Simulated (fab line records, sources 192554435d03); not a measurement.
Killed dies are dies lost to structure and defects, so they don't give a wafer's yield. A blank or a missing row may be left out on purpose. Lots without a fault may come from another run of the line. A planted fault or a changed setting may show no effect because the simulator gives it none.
Which tool did it? | flow n5_finfet | 9 lots, 27 wafers sampled, at 6 steps of a route of 1938

WHAT THE GAUGES READ, wafer by wafer
N5_BEOL_M4_RC_MEAS_101. Usual: DIBL_N 36.6 mV/V, standard deviation 1.1; DIBL_P 36.8 mV/V, standard deviation 1.6; IOFF_N 0.169 nA/um, standard deviation 0.024; IOFF_P 0.206 nA/um, standard deviation 0.028; ION_N 679 uA/um, standard deviation 9.2; ION_P 462 uA/um, standard deviation 7; SS_N 71.6 mV/dec, standard deviation 0.57; SS_P 73.3 mV/dec, standard deviation 0.57; VT_N 248.8 mV, standard deviation 2.4; VT_P -251 mV, standard deviation 3.
lot  | measured     | on        | DIBL_N (mV/V)  | DIBL_P (mV/V)  | IOFF_N (nA/um)    | IOFF_P (nA/um)    | ION_N (uA/um) | ION_P (uA/um) | SS_N (mV/dec)  | SS_P (mV/dec)  | VT_N (mV)         | VT_P (mV)      | flag
L990 | day 9 09:15  | prober-01 | 36.0 36.7 35.0 | 36.4 37.5 34.9 | 0.155 0.184 0.150 | 0.200 0.223 0.181 | 667 683 666   | 450 461 451   | 71.4 72.0 70.9 | 73.4 72.9 73.3 | 250.5 245.8 249.7 | -254 -250 -256 |
L993 | day 10 13:31 | prober-02 | 36.5 36.4 37.8 | 39.0 39.1 39.4 | 0.202 0.185 0.219 | 0.228 0.222 0.236 | 691 682 681   | 468 463 461   | 72.6 72.5 72.2 | 74.4 73.7 74.2 | 246.6 250.5 246.0 | -251 -251 -254 |
L995 | day 10 17:35 | prober-01 | 37.4 38.6 37.8 | 38.7 38.5 38.2 | 0.190 0.212 0.190 | 0.251 0.245 0.239 | 677 680 691   | 464 461 466   | 71.4 72.2 71.9 | 73.9 74.0 74.2 | 244.4 247.3 246.7 | -251 -246 -249 |
L997 | day 11 15:02 | prober-01 | 36.8 36.6 36.8 | 37.0 37.1 37.6 | 0.172 0.165 0.181 | 0.218 0.223 0.231 | 672 676 693   | 463 462 468   | 72.4 71.9 71.9 | 73.1 73.4 72.8 | 249.1 246.9 246.2 | -250 -251 -251 |
L999 | day 11 23:53 | prober-02 | 36.7 35.2 35.6 | 37.1 36.1 36.8 | 0.184 0.150 0.160 | 0.210 0.196 0.209 | 691 685 678   | 466 469 465   | 71.4 71.6 71.7 | 72.8 72.7 73.3 | 246.9 250.8 249.5 | -250 -252 -250 |
L101 | day 12 01:35 | prober-02 | 37.6 38.2 37.5 | 37.7 38.5 37.5 | 0.163 0.178 0.157 | 0.228 0.236 0.213 | 664 679 682   | 462 469 466   | 72.5 71.9 71.6 | 73.2 73.2 73.4 | 249.0 251.6 249.4 | -248 -249 -248 |
L106 | day 13 11:52 | prober-02 | 37.6 38.0 36.0 | 36.6 37.1 34.8 | 0.173 0.187 0.149 | 0.171 0.183 0.158 | 673 680 673   | 447 453 451   | 71.0 72.1 71.1 | 73.9 73.8 73.6 | 248.9 248.6 251.8 | -255 -259 -258 |
L107 | day 13 16:56 | prober-01 | 36.6 38.3 38.3 | 36.3 37.9 38.0 | 0.168 0.202 0.201 | 0.195 0.221 0.219 | 676 680 678   | 460 467 461   | 71.5 71.9 72.1 | 73.1 73.3 73.6 | 247.7 247.3 246.5 | -249 -250 -249 |
L111 | day 15 09:16 | prober-02 | 36.8 36.5 36.8 | 37.4 37.5 36.6 | 0.157 0.155 0.149 | 0.196 0.204 0.186 | 682 679 683   | 465 466 461   | 71.2 71.1 71.4 | 73.6 73.1 73.7 | 246.8 249.0 248.1 | -251 -252 -251 |

N5_MIM_TOP_LITHO_INSPECT_12: inspects for defects (macro). Usual: raw_defect_count 2.0, standard deviation 1.3.
lot  | measured     | on                | raw_defect_count | flag
L990 | day 14 02:45 | defect_inspect-01 | 2 1 2            |
L993 | day 14 15:07 | defect_inspect-02 | 2 3 2            |
L995 | day 14 16:44 | defect_inspect-02 | 2 1 1            |
L997 | day 15 17:01 | defect_inspect-02 | 2 4 1            |
L999 | day 15 21:44 | defect_inspect-02 | 0 0 1            |
L101 | day 16 05:07 | defect_inspect-02 | 6 0 2            |
L106 | day 17 19:32 | defect_inspect-02 | 2 2 4            |
L107 | day 17 18:58 | defect_inspect-01 | 4 1 2            |
L111 | day 18 23:11 | defect_inspect-01 | 1 3 1            |

N5_PASSIVATION_INSPECT_57: inspects for defects (macro). Usual: raw_defect_count 2.2, standard deviation 1.4.
lot  | measured     | on                | raw_defect_count | flag
L990 | day 14 12:25 | defect_inspect-01 | 2 1 1            |
L993 | day 15 03:28 | defect_inspect-01 | 1 1 2            |
L995 | day 15 04:08 | defect_inspect-01 | 2 2 0            |
L997 | day 16 03:26 | defect_inspect-02 | 1 1 1            |
L999 | day 16 07:46 | defect_inspect-02 | 1 4 3            |
L101 | day 16 17:02 | defect_inspect-01 | 2 1 4            |
L106 | day 18 06:49 | defect_inspect-01 | 1                |
L107 | day 18 04:52 | defect_inspect-01 | 1 1 1            |
L111 | day 19 11:38 | defect_inspect-01 | 1                |

WHICH TOOL RAN EACH LOT (tool, then ch and the chambers of the sampled wafers, then the start)
lot  | N5_BEOL_M15_STRIP_64                          | N5_PASSIVATION_ETCH_54             | N5_PASSIVATION_PROBE_49
L990 | rie_diel-05 ch 1,2, day 14 02:45 or earlier   | rie_diel-01 ch 0,2, day 14 09:17   | -
L993 | rie_diel-05 ch 0,3, day 14 15:07 or earlier   | rie_diel-04 ch 0,1,2, day 15 00:20 | -
L995 | rie_diel-05 ch 0,2,3, day 14 16:44 or earlier | rie_diel-01 ch 0,1, day 15 01:00   | -
L997 | rie_diel-05 ch 0,3, day 15 17:01 or earlier   | rie_diel-03 ch 1,2,3, day 16 00:16 | -
L999 | rie_diel-05 ch 0,1,2, day 15 21:44 or earlier | rie_diel-03 ch 2,3, day 16 04:37   | -
L101 | rie_diel-06 ch 1,2, day 16 05:07 or earlier   | rie_diel-03 ch 0,1,2, day 16 13:49 | -
L106 | rie_diel-05 ch 0,2,3, day 17 19:32 or earlier | rie_diel-03 ch 0,1,3, day 18 02:41 | prober-01, day 18 06:30
L107 | rie_diel-06 ch 2,3, day 17 18:58 or earlier   | rie_diel-01 ch 0,1,3, day 18 01:40 | -
L111 | rie_diel-06 ch 0,2, day 18 23:11 or earlier   | rie_diel-03 ch 0,3, day 19 07:22   | prober-01, day 19 11:20
- N5_BEOL_M15_STRIP_64: strips in O2.
- N5_PASSIVATION_ETCH_54: etches SiO2 in CHF3/O2, target depth 880 nm, time 440 s.
- N5_PASSIVATION_PROBE_49

WHAT THE TOOLS THEMSELVES READ (means of the sampled wafers that have a number; where no wafer has one, the mark that the record gives instead)
N5_BEOL_M15_STRIP_64. Usual: drypump_motor_current_A 5.7 A, standard deviation 0.52; oes_product_au 0.78 a.u., standard deviation 0.068; rf_vpp_V 3.6 V, standard deviation 0.46; showerhead_plenum_p_Torr 2.09 Torr, standard deviation 0.069; throttle_valve_pct 16.59 %, standard deviation 0.17.
lot  | tool        | drypump_motor_current_A (A) | oes_product_au (a.u.) | rf_vpp_V (V) | showerhead_plenum_p_Torr (Torr) | throttle_valve_pct (%) | flag
L990 | rie_diel-05 | 5.5                         | 0.82                  | 3.4          | 2.06                            | 16.49                  |
L993 | rie_diel-05 | 5.5                         | 0.73                  | 3.5          | 2.18                            | 16.54                  |
L995 | rie_diel-05 | 5.4                         | 0.76                  | 3.7          | 2.13                            | 16.52                  |
L997 | rie_diel-05 | 5.3                         | 0.72                  | 4.0          | 2.17                            | 16.58                  |
L999 | rie_diel-05 | 5.5                         | 0.76                  | 3.8          | 2.09                            | 16.55                  |
L101 | rie_diel-06 | 6.1                         | 0.87                  | 3.7          | 2.04                            | 16.62                  |
L106 | rie_diel-05 | 5.4                         | 0.75                  | 3.2          | 2.12                            | 16.57                  |
L107 | rie_diel-06 | 6.0                         | 0.79                  | 3.6          | 2.02                            | 16.82                  |
L111 | rie_diel-06 | 6.5                         | 0.88                  | 3.8          | 2.05                            | 16.45                  |

N5_PASSIVATION_ETCH_54. Usual: drypump_motor_current_A 5.6 A, standard deviation 0.52; oes_f_703_au 0.81 a.u., standard deviation 0.068; oes_o_777_au 0.81 a.u., standard deviation 0.068; oes_product_au 0.82 a.u., standard deviation 0.068; rf_vpp_V 526 V, standard deviation 5; showerhead_plenum_p_Torr 2.46 Torr, standard deviation 0.087; throttle_valve_pct 18.77 %, standard deviation 0.14.
lot  | tool        | drypump_motor_current_A (A) | oes_f_703_au (a.u.) | oes_o_777_au (a.u.) | oes_product_au (a.u.) | rf_vpp_V (V) | showerhead_plenum_p_Torr (Torr) | throttle_valve_pct (%) | flag
L990 | rie_diel-01 | 5.5                         | 0.81                | 0.81                | 0.82                  | 527          | 2.50                            | 18.72                  |
L993 | rie_diel-04 | 5.5                         | 0.78                | 0.78                | 0.79                  | 525          | 2.43                            | 18.66                  |
L995 | rie_diel-01 | 5.5                         | 0.77                | 0.77                | 0.77                  | 527          | 2.45                            | 18.78                  |
L997 | rie_diel-03 | 5.5                         | 0.91                | 0.91                | 0.91                  | 527          | 2.52                            | 18.73                  |
L999 | rie_diel-03 | 5.1                         | 0.96                | 0.96                | 0.97                  | 527          | 2.53                            | 18.68                  |
L101 | rie_diel-03 | 5.8                         | 0.84                | 0.85                | 0.85                  | 525          | 2.47                            | 18.67                  |
L106 | rie_diel-03 | 5.6                         | 0.85                | 0.85                | 0.83                  | 525          | 2.43                            | 18.72                  |
L107 | rie_diel-01 | 5.7                         | 0.77                | 0.77                | 0.76                  | 525          | 2.42                            | 18.86                  |
L111 | rie_diel-03 | 5.3                         | 0.86                | 0.86                | 0.83                  | 523          | 2.37                            | 18.63                  |

N5_PASSIVATION_PROBE_49. Usual: defect_limited_yield 91.1 %, standard deviation 1.5; killed_at_M0_to_M3 36, standard deviation 11; killed_at_M4_up 14, standard deviation 5.6; killed_at_contacts 11, standard deviation 5.6; killed_at_front_end 40, standard deviation 12; killed_at_other 4, standard deviation 3.2; killed_dies 105, standard deviation 17; killed_on_rim 14, standard deviation 3.4; killed_open 69, standard deviation 12; killed_short 34, standard deviation 8.4; sort_bin_5_function 5.2 %, standard deviation 0.95; sort_bin_6_memory 3.3 %, standard deviation 0.63; sort_n_pass 1075, standard deviation 17; sort_yield_pct 91.1 %, standard deviation 1.5.
lot  | tool      | defect_limited_yield (%) | killed_at_M0_to_M3 | killed_at_M4_up | killed_at_contacts | killed_at_front_end | killed_at_other | killed_dies | killed_on_rim | killed_open | killed_short | sort_bin_5_function (%) | sort_bin_6_memory (%) | sort_n_pass | sort_yield_pct (%) | flag
L106 | prober-01 | 30.5                     | 39                 | 11              | 10                 | 39                  | 720             | 820         | 105           | 69          | 31           | 66.1                    | 3.3                   | 360         | 30.5               | OFF
L111 | prober-01 | 29.4                     | 42                 | 12              | 16                 | 51                  | 711             | 833         | 108           | 80          | 41           | 66.1                    | 4.1                   | 347         | 29.4               | OFF

THE ANSWER, worked out from the rows above alone
Rule: a lot is off if the mean of its wafers that have a number lies more than 3 standard deviations from the usual mean. A lot without any number at a reading at which 4 lots or more have one is off too. The other lots that the step has rows for count as sound. The gauges are gone through in route order, then the tools' own readings, and for those a lot's mean is taken as printed above. The first step at which some lot is off is used, and at that step the reading that is off furthest; a lot without a number counts as furthest.
Off: L106, L111, at N5_PASSIVATION_PROBE_49 (killed_at_other). Neither off nor sound, because the step has no rows for them: L990, L993, L995, L997, L999, L101, L107.
A tool fits if, at that step or a process step before it, it ran every lot that is off, and no sound lot after the first of them. N5_BEOL_M15_STRIP_64 gives no start for some lots, so the hours and the order of its lots are those of N5_MIM_TOP_LITHO_INSPECT_12. Can't be told from this: 2 tools fit, rie_diel-03 at N5_PASSIVATION_ETCH_54, prober-01 at N5_PASSIVATION_PROBE_49.

WHAT THE SIMULATOR HAD PUT IN
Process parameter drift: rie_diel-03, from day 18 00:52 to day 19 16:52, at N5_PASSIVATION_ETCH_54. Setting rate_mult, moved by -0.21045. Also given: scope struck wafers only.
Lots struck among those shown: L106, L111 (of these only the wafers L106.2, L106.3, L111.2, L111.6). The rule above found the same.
